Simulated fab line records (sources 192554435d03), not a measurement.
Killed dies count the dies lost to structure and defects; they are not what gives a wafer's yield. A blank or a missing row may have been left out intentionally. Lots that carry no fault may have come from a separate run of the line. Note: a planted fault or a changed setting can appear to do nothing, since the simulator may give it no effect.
A struck lot beside a sound one | flow n5_finfet | 40 steps out of a route of 1938
Sound: wafers L401.2, L401.3, L401.6. Struck: wafer L411.6 (left out: L411.5, a lot-mate that was not struck); the cause follows at the end.
At each step with rows: each side's tool, then ch and its chambers, then its first start. Under that, the readings that differ: sound wafers | struck wafers | difference of the means | sigmas: that difference in standard deviations of wafers without a fault.
alike: words and numbers the same on both sides, and readings whose means are apart by under 2 such deviations; not compared: readings that were withheld, readings missing a value for some wafer, numbers with overlapping values and no deviation given by the record, and bounds like >300 which may hide the same value.
The two part at a step that has a row with sigmas, a row that says differs or no value, or rows on one side only. When numbers do not overlap yet have no deviation, they are printed without sigmas and do not part them. A reading that every wafer of one side lacks parts them only if that side has two wafers or more.

first, 11 steps without rows for these wafers: N5_BEOL_M0_SAQP_SPACER1_ETCHBACK_99 (etches SiO2 in CHF3/O2, target depth 15.4 nm, time 7.7 s); N5_BEOL_M0_SAQP_MANDREL1_REMOVE_100 (chemistry HBr/Cl2/O2, target a-Si, stops on SiNx, bt time 10 s); N5_BEOL_M0_SAQP_ETCH_101 (etches SiNx in CH3F/O2, target depth 29.9 nm, time 42.7 s); N5_BEOL_M0_SAQP_ETCH_102 (etches SiO2 in CF4, target depth 4 nm, time 4.4 s); N5_BEOL_M0_SAQP_MANDREL_ETCH_103 (etches a-Si in HBr/Cl2, stops on SiCN, target depth 45 nm, bt time 10 s, time 27 s); N5_BEOL_M0_SAQP_RECESS_104 (chemistry HF/NH3, target SiO2, target depth 18 nm, afs cycles 3, sublimation time 60 s); N5_BEOL_M0_SAQP_COAT_105 (time 60 s, resist thk 100 nm); N5_BEOL_M0_SAQP_ETCH_106 (etches SOC in N2/H2, stops on SiNx, target depth 150 nm); N5_BEOL_M0_SAQP_ETCH_107 (etches SiNx in CH3F/O2, target depth 30 nm); N5_BEOL_M0_SAQP_STRIP_108 (strips in N2/H2); N5_BEOL_M0_SAQP_RECESS_109 (chemistry HF/NH3, target SiO2, target depth 3 nm, afs cycles 1, sublimation time 60 s).
N5_BEOL_M0_SAQP_SPACER2_ALD_26: deposits SiO2, target thk 15 nm, pulse time 1 s, purge time 2 s.
  sound on ald_sin-04 ch 1,2, day 6 05:17; struck on ald_sin-04 ch 3, day 8 15:15
  reading                                               | sound       | struck | difference | sigmas
  heater_power_w (W)                                    | 436 435 449 | 546    | +106       | +2
  model.SiO2_of_BEOL_M0_SAQP_SPACER2_ALD_26.thk_nm (nm) | 15 15 15    | 10.6   | -4.4       |
  alike: precursor_pulse_height_rel
then, 1 step without rows for these wafers: N5_BEOL_M0_SAQP_SPACER2_ETCHBACK_27 (etches SiO2 in CHF3/O2, target depth 22.5 nm, time 11.25 s).
N5_BEOL_M0_SAQP_MANDREL2_REMOVE_110: chemistry HBr/Cl2/O2, target a-Si, stops on SiCN, bt time 10 s.
  sound on rie_si-03 ch 1,2,3, day 6 05:58; struck on rie_si-01 ch 2, day 8 15:40
  reading                                               | sound          | struck | difference | sigmas
  model.SiO2_of_BEOL_M0_SAQP_SPACER2_ALD_26.thk_nm (nm) | 10.6 10.6 10.6 | 6.2    | -4.4       |
  model.BEOL_M0_SAQP.cd_nm (nm)                         | 14.8 15 15     | 10.6   | -4.3       |
  alike: O2_flow_sccm, drypump_motor_current_A, oes_product_au, throttle_valve_pct
  not compared: rf_hours_counter_h
N5_BEOL_M0_SAQP_CD_MEAS_29: the cd target is 14.4 nm.
  sound on cd_sem-03 ch 0, day 6 06:04; struck on cd_sem-02 ch 0, day 8 15:44
  reading    | sound             | struck | difference | sigmas
  cd_nm (nm) | 14.91 15.17 14.62 | 10.42  | -4.48      | -20
then, 23 steps without rows for these wafers: N5_BEOL_M0_SAQP_COAT_69 (time 60 s, resist thk 90 nm); N5_BEOL_M0_SAQP_COAT_72 (time 60 s, resist thk 15 nm); N5_BEOL_M0_SAQP_COAT_87 (time 60 s, resist thk 5 nm); N5_BEOL_M0_SAQP_COAT_34 (resist thk 30 nm); N5_BEOL_M0_SAQP_EBR_36; N5_BEOL_M0_SAQP_SOFTBAKE_35 (time 60 s); N5_BEOL_M0_SAQP_EXPOSE_37 (exposes mask M0 CUT1, target cd 30 nm); N5_BEOL_M0_SAQP_PEB_38 (peb time 60 s); N5_BEOL_M0_SAQP_DEVELOP_39 (develop time 30 s); N5_BEOL_M0_SAQP_DESCUM_45 (chemistry O2, time 7 s); N5_BEOL_M0_SAQP_ETCH_88 (etches underlayer in N2/H2, target depth 6.5 nm, time 5.2 s); N5_BEOL_M0_SAQP_ETCH_73 (etches SiARC in CF4, target depth 19.5 nm, time 32.5 s); N5_BEOL_M0_SAQP_CUT_ETCH_46 (etches SOC in N2/H2, target depth 135 nm, overetch 27 nm, time 202.5 s); N5_BEOL_M0_SAQP_STRIP_74 (strips in N2/H2); N5_BEOL_M0_SAQP_STRIP_89 (strips in N2/H2); N5_BEOL_M0_SAQP_ALD_48 (deposits SiO2, target thk 20 nm, pulse time 1 s, co reactant pulse time 1 s); N5_BEOL_M0_SAQP_ETCH_49 (etches SiO2 in CF4/O2, target depth 37 nm); N5_BEOL_M0_SAQP_STRIP_75 (strips in CF4); N5_BEOL_M0_CUTY_COAT_50 (time 60 s, resist thk 15 nm); N5_BEOL_M0_CUTY_COAT_51 (resist thk 150 nm); N5_BEOL_M0_CUTY_EBR_52; N5_BEOL_M0_CUTY_SOFTBAKE_53 (time 60 s); N5_BEOL_M0_CUTY_EXPOSE_54 (exposes mask M0 ABLK).
N5_BEOL_M4_RC_MEAS_101:
  the record has rows for the sound wafers here (prober-02 ch 0, day 8 23:26) and none for the struck ones
-- the record jumps here: 8 days lie between the struck wafers' starts before and after (it left off in module BEOL_M4 and takes up again in module PASSIVATION, whose first step shown is number 1936 of the route) --
N5_PASSIVATION_PROBE_49:
  struck on prober-02, day 16 10:19; sound on prober-02, day 14 10:43
  reading                  | sound          | struck | difference | sigmas
  defect_limited_yield (%) | 93.1 90.8 89.7 | 0      | -91        | -65
  killed_at_M0_to_M3       | 39 35 44       | 1140   | +1101      | +99 or more
  killed_dies              | 82 108 122     | 1180   | +1076      | +67
  killed_on_rim            | 11 14 11       | 152    | +140       | +32
  sort_n_pass              | 1098 1072 1058 | 0      | -1076      | -67
  sort_yield_pct (%)       | 93.1 90.8 89.7 | 0      | -91        | -65
  alike: killed_at_M4_up, killed_at_contacts, killed_at_front_end, killed_at_other, killed_open, killed_short, sort_bin_5_function, sort_bin_6_memory

== WHERE THEY PART ==
First at N5_BEOL_M0_SAQP_SPACER2_ALD_26; last, within this record, at N5_PASSIVATION_PROBE_49.

WHY: what the simulator had put in
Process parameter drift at N5_BEOL_M0_SAQP_SPACER2_ALD_26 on ald_sin-04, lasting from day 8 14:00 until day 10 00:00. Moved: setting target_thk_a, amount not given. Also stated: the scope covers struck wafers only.
